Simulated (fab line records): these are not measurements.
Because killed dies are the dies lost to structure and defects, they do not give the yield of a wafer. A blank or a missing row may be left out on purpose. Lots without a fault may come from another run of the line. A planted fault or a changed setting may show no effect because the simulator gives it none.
Which tool did it? || flow nand_harc || 13 lots, 39 wafers sampled, at 6 steps of a route of 1302

== WHAT EACH GAUGE READ, for each wafer ==
NHARC_A_ZERO_WELL_CD_MEAS_10: target cd 2000 nm.
{"lot": "L349", "measured": "day 6 22:16", "on": "cd_sem-02", "cd_nm (nm)": "1999.0 2001.3 2004.4"}
{"lot": "L350", "measured": "day 7 03:14", "on": "cd_sem-01", "cd_nm (nm)": "2002.2 2002.8 2001.4"}
{"lot": "L353", "measured": "day 8 16:49", "on": "cd_sem-03", "cd_nm (nm)": "1998.9 1998.4 1997.1"}
{"lot": "L354", "measured": "day 8 20:06", "on": "cd_sem-03", "cd_nm (nm)": "1999.1 1998.1 1996.2"}
{"lot": "L355", "measured": "day 9 07:55", "on": "cd_sem-03", "cd_nm (nm)": "2000.0 1998.8 1999.3"}
{"lot": "L356", "measured": "day 9 15:49", "on": "cd_sem-03", "cd_nm (nm)": "2002.0 2001.4 2003.0"}
{"lot": "L363", "measured": "day 12 20:32", "on": "cd_sem-02", "cd_nm (nm)": "1999.4 1999.7 2001.3"}
{"lot": "L365", "measured": "day 13 19:34", "on": "cd_sem-01", "cd_nm (nm)": "2000.6 2001.5 2001.6"}
{"lot": "L366", "measured": "day 13 22:10", "on": "cd_sem-02", "cd_nm (nm)": "1996.9 1998.2 1999.4"}
{"lot": "L368", "measured": "day 14 23:48", "on": "cd_sem-01", "cd_nm (nm)": "2001.8 1999.7 2002.1"}
{"lot": "L369", "measured": "day 15 10:47", "on": "cd_sem-02", "cd_nm (nm)": "1998.0 1999.8 1999.5"}
{"lot": "L371", "measured": "day 15 20:33", "on": "cd_sem-03", "cd_nm (nm)": "2001.2 2001.0 2003.1"}
{"lot": "L372", "measured": "day 16 10:28", "on": "cd_sem-02", "cd_nm (nm)": "2001.6 2001.8 2002.6"}

NHARC_A_ONON_D1_THK_MEAS_02: measures by ellipsometry.
{"lot": "L349", "measured": "day 7 20:16", "on": "film_metro-01", "thk_nm (nm)": "997 999 998"}
{"lot": "L350", "measured": "day 8 03:30", "on": "film_metro-02", "thk_nm (nm)": "971 969 971"}
{"lot": "L353", "measured": "day 9 20:22", "on": "film_metro-02", "thk_nm (nm)": "1011 1010 1011"}
{"lot": "L354", "measured": "day 9 20:22", "on": "film_metro-01", "thk_nm (nm)": "1005 1004 1004"}
{"lot": "L355", "measured": "day 10 06:50", "on": "film_metro-01", "thk_nm (nm)": "446 445 446"}
{"lot": "L356", "measured": "day 10 14:19", "on": "film_metro-02", "thk_nm (nm)": "441 438 440"}
{"lot": "L363", "measured": "day 13 17:02", "on": "film_metro-01", "thk_nm (nm)": "1004 1003 1003"}
{"lot": "L365", "measured": "day 14 17:54", "on": "film_metro-01", "thk_nm (nm)": "983 984 982"}
{"lot": "L366", "measured": "day 14 17:55", "on": "film_metro-02", "thk_nm (nm)": "1010 1010 1010"}
{"lot": "L368", "measured": "day 16 00:17", "on": "film_metro-01", "thk_nm (nm)": "991 990 988"}
{"lot": "L369", "measured": "day 16 07:53", "on": "film_metro-01", "thk_nm (nm)": "998 998 1000"}
{"lot": "L371", "measured": "day 16 18:45", "on": "film_metro-01", "thk_nm (nm)": "1009 1009 1008"}
{"lot": "L372", "measured": "day 17 14:19", "on": "film_metro-01", "thk_nm (nm)": "998 1002 1000"}

NHARC_END_SORT_01.
{"lot": "L355", "measured": "day 27 00:16", "on": "prober-02", "killed_at_array": "677 670 675", "killed_at_other": "0 0 0", "killed_at_periphery": "0 7 2", "killed_dies": "677 677 677", "killed_open": "2 1 1", "killed_short": "2 1 2"}
{"lot": "L356", "measured": "day 27 00:12", "on": "prober-01", "killed_at_array": "660 665 669", "killed_at_other": "5 4 2", "killed_at_periphery": "12 8 6", "killed_dies": "677 677 677", "killed_open": "5 2 3", "killed_short": "1 2 3"}

== WHAT TOOL EACH LOT RAN ON (gives the tool, then ch and the chambers of the sampled wafers, and finally the start) ==
{"lot": "L349", "NHARC_P_BONDPAD_PRE_CLEAN_26": "pvd_sputter-03, day 6 20:03 or earlier", "NHARC_P_BONDPAD_ANNEAL_28": "rtp_anneal-01 ch 0, day 6 20:03", "NHARC_A_ONON_D1_DEP_00": "pecvd_onon-01 ch 0, day 7 19:46"}
{"lot": "L350", "NHARC_P_BONDPAD_PRE_CLEAN_26": "pvd_sputter-02, day 7 01:02 or earlier", "NHARC_P_BONDPAD_ANNEAL_28": "rtp_anneal-01 ch 0, day 7 01:02", "NHARC_A_ONON_D1_DEP_00": "pecvd_onon-01 ch 0, day 8 02:59"}
{"lot": "L353", "NHARC_P_BONDPAD_PRE_CLEAN_26": "pvd_sputter-01, day 8 14:46 or earlier", "NHARC_P_BONDPAD_ANNEAL_28": "rtp_anneal-02 ch 0, day 8 14:46", "NHARC_A_ONON_D1_DEP_00": "pecvd_onon-02 ch 0, day 9 20:02"}
{"lot": "L354", "NHARC_P_BONDPAD_PRE_CLEAN_26": "pvd_sputter-01, day 8 17:57 or earlier", "NHARC_P_BONDPAD_ANNEAL_28": "rtp_anneal-02 ch 0, day 8 17:57", "NHARC_A_ONON_D1_DEP_00": "pecvd_onon-01 ch 0, day 9 19:55"}
{"lot": "L355", "NHARC_P_BONDPAD_PRE_CLEAN_26": "pvd_sputter-03, day 9 05:43 or earlier", "NHARC_P_BONDPAD_ANNEAL_28": "rtp_anneal-01 ch 0, day 9 05:43", "NHARC_A_ONON_D1_DEP_00": "pecvd_onon-01 ch 0, day 10 06:20"}
{"lot": "L356", "NHARC_P_BONDPAD_PRE_CLEAN_26": "pvd_sputter-01, day 9 13:37 or earlier", "NHARC_P_BONDPAD_ANNEAL_28": "rtp_anneal-01 ch 0, day 9 13:37", "NHARC_A_ONON_D1_DEP_00": "pecvd_onon-01 ch 0, day 10 13:49"}
{"lot": "L363", "NHARC_P_BONDPAD_PRE_CLEAN_26": "pvd_sputter-03, day 12 18:16 or earlier", "NHARC_P_BONDPAD_ANNEAL_28": "rtp_anneal-02 ch 0, day 12 18:16", "NHARC_A_ONON_D1_DEP_00": "pecvd_onon-01 ch 0, day 13 16:31"}
{"lot": "L365", "NHARC_P_BONDPAD_PRE_CLEAN_26": "pvd_sputter-03, day 13 17:29 or earlier", "NHARC_P_BONDPAD_ANNEAL_28": "rtp_anneal-02 ch 0, day 13 17:29", "NHARC_A_ONON_D1_DEP_00": "pecvd_onon-03 ch 0, day 14 17:23"}
{"lot": "L366", "NHARC_P_BONDPAD_PRE_CLEAN_26": "pvd_sputter-03, day 13 19:59 or earlier", "NHARC_P_BONDPAD_ANNEAL_28": "rtp_anneal-02 ch 0, day 13 19:59", "NHARC_A_ONON_D1_DEP_00": "pecvd_onon-01 ch 0, day 14 17:23"}
{"lot": "L368", "NHARC_P_BONDPAD_PRE_CLEAN_26": "pvd_sputter-01, day 14 21:35 or earlier", "NHARC_P_BONDPAD_ANNEAL_28": "rtp_anneal-01 ch 0, day 14 21:35", "NHARC_A_ONON_D1_DEP_00": "pecvd_onon-03 ch 0, day 15 23:46"}
{"lot": "L369", "NHARC_P_BONDPAD_PRE_CLEAN_26": "pvd_sputter-02, day 15 08:37 or earlier", "NHARC_P_BONDPAD_ANNEAL_28": "rtp_anneal-02 ch 0, day 15 08:37", "NHARC_A_ONON_D1_DEP_00": "pecvd_onon-01 ch 0, day 16 07:22"}
{"lot": "L371", "NHARC_P_BONDPAD_PRE_CLEAN_26": "pvd_sputter-01, day 15 18:28 or earlier", "NHARC_P_BONDPAD_ANNEAL_28": "rtp_anneal-02 ch 0, day 15 18:28", "NHARC_A_ONON_D1_DEP_00": "pecvd_onon-03 ch 0, day 16 18:14"}
{"lot": "L372", "NHARC_P_BONDPAD_PRE_CLEAN_26": "pvd_sputter-01, day 16 08:15 or earlier", "NHARC_P_BONDPAD_ANNEAL_28": "rtp_anneal-02 ch 0, day 16 08:15", "NHARC_A_ONON_D1_DEP_00": "pecvd_onon-01 ch 0, day 17 13:48"}
- NHARC_P_BONDPAD_PRE_CLEAN_26: time 30 s.
- NHARC_P_BONDPAD_ANNEAL_28: time 90 s.
- NHARC_A_ONON_D1_DEP_00: target thk 1000 nm.

== WHAT THE TOOLS THEMSELVES READ (means of the sampled wafers that have a number; where no wafer has one, the mark that the record gives instead) ==
NHARC_P_BONDPAD_PRE_CLEAN_26.
{"lot": "L349", "tool": "pvd_sputter-03", "heater_power_w (W)": 383}
{"lot": "L350", "tool": "pvd_sputter-02", "heater_power_w (W)": 410}
{"lot": "L353", "tool": "pvd_sputter-01", "heater_power_w (W)": 381}
{"lot": "L354", "tool": "pvd_sputter-01", "heater_power_w (W)": 385}
{"lot": "L355", "tool": "pvd_sputter-03", "heater_power_w (W)": 372}
{"lot": "L356", "tool": "pvd_sputter-01", "heater_power_w (W)": 386}
{"lot": "L363", "tool": "pvd_sputter-03", "heater_power_w (W)": 400}
{"lot": "L365", "tool": "pvd_sputter-03", "heater_power_w (W)": 371}
{"lot": "L366", "tool": "pvd_sputter-03", "heater_power_w (W)": 444}
{"lot": "L368", "tool": "pvd_sputter-01", "heater_power_w (W)": 383}
{"lot": "L369", "tool": "pvd_sputter-02", "heater_power_w (W)": 417}
{"lot": "L371", "tool": "pvd_sputter-01", "heater_power_w (W)": 407}
{"lot": "L372", "tool": "pvd_sputter-01", "heater_power_w (W)": 387}

NHARC_P_BONDPAD_ANNEAL_28.
{"lot": "L349", "tool": "rtp_anneal-01", "anneal_temp_c (C)": 224.84, "anneal_temp_c_max": 225.76, "wafer_temp_C_max": 226.5}
{"lot": "L350", "tool": "rtp_anneal-01", "anneal_temp_c (C)": 225.04, "anneal_temp_c_max": 225.83, "wafer_temp_C_max": 226.8}
{"lot": "L353", "tool": "rtp_anneal-02", "anneal_temp_c (C)": 225.01, "anneal_temp_c_max": 225.95, "wafer_temp_C_max": 226.0}
{"lot": "L354", "tool": "rtp_anneal-02", "anneal_temp_c (C)": 225.11, "anneal_temp_c_max": 225.89, "wafer_temp_C_max": 226.0}
{"lot": "L355", "tool": "rtp_anneal-01", "anneal_temp_c (C)": 225.04, "anneal_temp_c_max": 225.78, "wafer_temp_C_max": 226.4}
{"lot": "L356", "tool": "rtp_anneal-01", "anneal_temp_c (C)": 225.21, "anneal_temp_c_max": 226.00, "wafer_temp_C_max": 226.7}
{"lot": "L363", "tool": "rtp_anneal-02", "anneal_temp_c (C)": 225.19, "anneal_temp_c_max": 225.96, "wafer_temp_C_max": 226.0}
{"lot": "L365", "tool": "rtp_anneal-02", "anneal_temp_c (C)": 225.10, "anneal_temp_c_max": 226.04, "wafer_temp_C_max": 226.1}
{"lot": "L366", "tool": "rtp_anneal-02", "anneal_temp_c (C)": 224.91, "anneal_temp_c_max": 225.75, "wafer_temp_C_max": 225.7}
{"lot": "L368", "tool": "rtp_anneal-01", "anneal_temp_c (C)": 224.87, "anneal_temp_c_max": 225.71, "wafer_temp_C_max": 226.7}
{"lot": "L369", "tool": "rtp_anneal-02", "anneal_temp_c (C)": 225.11, "anneal_temp_c_max": 225.98, "wafer_temp_C_max": 225.8}
{"lot": "L371", "tool": "rtp_anneal-02", "anneal_temp_c (C)": 224.88, "anneal_temp_c_max": 225.84, "wafer_temp_C_max": 226.2}
{"lot": "L372", "tool": "rtp_anneal-02", "anneal_temp_c (C)": 225.11, "anneal_temp_c_max": 226.04, "wafer_temp_C_max": 226.0}

== THE ANSWER, worked out from the rows above alone ==
Rule: the lots themselves supply what counts as usual. The widest of any qualifying gaps counts: lots, ordered by their means at a reading, are off when they make up no more than a third of the lots, leave a main group of 4 or more, and stand apart from it by 3 or more times the standard deviation of that group's means. If all means in a main group match to the digits the tables above print for the reading, that group is not used. A lot without any number at a reading at which 4 lots or more have one is off too. The other lots that the step has rows for count as sound. After the gauges, taken in route order, come the tools' own readings; for these a lot's mean is taken, as printed above. At the first step where some lot is off, the reading lying furthest off is the one used; lots without a number count as furthest.
Off: L355, L356, at NHARC_A_ONON_D1_THK_MEAS_02 (thk_nm). Main group: mean 998 nm, sd 12.
A tool fits if, at a process step before that reading, it ran every lot that is off, and no sound lot after the first of them. Those tools and the gauges at NHARC_A_ONON_D1_THK_MEAS_02 are tried in the same way. NHARC_P_BONDPAD_PRE_CLEAN_26 gives no start for some lots, so the hours and the order of its lots are those of NHARC_P_BONDPAD_ANNEAL_28. Not one of the candidates tried fits.

== WHAT THE SIMULATOR HAD PUT IN ==
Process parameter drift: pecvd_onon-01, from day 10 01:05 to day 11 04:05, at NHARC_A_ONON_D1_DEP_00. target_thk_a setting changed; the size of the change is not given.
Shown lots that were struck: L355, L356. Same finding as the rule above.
